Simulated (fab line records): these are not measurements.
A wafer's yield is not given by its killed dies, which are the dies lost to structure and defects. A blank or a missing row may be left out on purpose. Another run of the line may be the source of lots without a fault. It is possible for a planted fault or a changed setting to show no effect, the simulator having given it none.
Code-filled problem report in 8D (eight disciplines) form + flow nand-harc + the parts of the form that need people (team, actions taken, sign-off) are left out

1. PROBLEM STATEMENT
killed-at-array at NHARC_END_SORT_01 reads a mean of 141 on 6 wafers of 2 lots; wafers without a fault read 59 with a standard deviation of 16. That puts it +5.1 standard deviations away from the usual mean.
First observed at day 28 12:52: wafer L885.2, on prober-02. The record has a number at this step for 6 wafers belonging to 2 lots. Rule for "out", or "out of limits": more than 4 standard deviations from the usual mean. The other wafers with a number count as sound.

2. WHAT IT IS, WHAT IT ISN'T
| question                    | is                           | is not                      |
|-----------------------------|------------------------------|-----------------------------|
| which readings at this step | killed-at-array, killed-dies | killed-short                |
| which lots                  | L885, L887                   | -                           |
| which wafers of those lots  | all that have a number       | -                           |
| read on which gauges        | prober-02                    | -                           |
| when                        | from day 28 12:52            | up to then (0 sound wafers) |

3. WHAT RULES OUT EACH SUSPECT
Counting: a tool at any process step up to the reading remains a suspect when it ran all the lots that are out and ran no sound lot after the first of those.
- the gauge at NHARC_END_SORT_01: kept. All the wafers that are out were read on prober-02, and no step on other tools shows them out.
- pecvd-onon-02 at NHARC_A_ONON_D1_DEP_16 (target thk 1000 nm): kept. It ran every lot that is out, first L885 (day 12 01:28), and no sound lot after that.
- cmp-03 at NHARC_A_BONDPAD_CMP_19 (polishes, t overpolish 30 s, cu recess touch 16 s, target thk 169.82 nm): kept. It ran every lot that is out, first L885 (day 27 04:37), and no sound lot after that.
After the count, these remain: pecvd-onon-02 at NHARC_A_ONON_D1_DEP_16, cmp-03 at NHARC_A_BONDPAD_CMP_19 and prober-02 at NHARC_END_SORT_01.

4. THE CAUSE (what the simulator had put in)
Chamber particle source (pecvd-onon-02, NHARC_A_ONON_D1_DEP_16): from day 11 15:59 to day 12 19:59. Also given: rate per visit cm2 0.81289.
Counting leaves 3 suspects; this tool is one of them.

5. THE CHAIN OF EFFECTS, in route order
Each row: a reading where the mean over the struck wafers with a number is more than 3 standard deviations away from the usual. Only readings whose record carries a usual standard deviation are examined. hours: median over the lots of the time between each lot's start at the first step of this table that gives one and its start at this step. sigmas: the change, counted in usual standard deviations.
| hours | step              | reading         | usual | on struck wafers | change | sigmas |
|-------|-------------------|-----------------|-------|------------------|--------|--------|
| 0     | NHARC_END_SORT_01 | killed-at-array | 59    | 141              | +82    | +5.1   |
| 0     | NHARC_END_SORT_01 | killed-dies     | 64    | 147              | +83    | +5.2   |

6. HOW IT WOULD HAVE BEEN CAUGHT EARLIER
The first out-of-limits reading at a measuring or inspecting step in this record came at day 28 12:52, 405 hours after the fault's start at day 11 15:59.
By day 28 12:52, every lot that is out (2) had started NHARC_A_ONON_D1_DEP_16 on pecvd-onon-02. Holding the tool at that point would not have protected any of them.
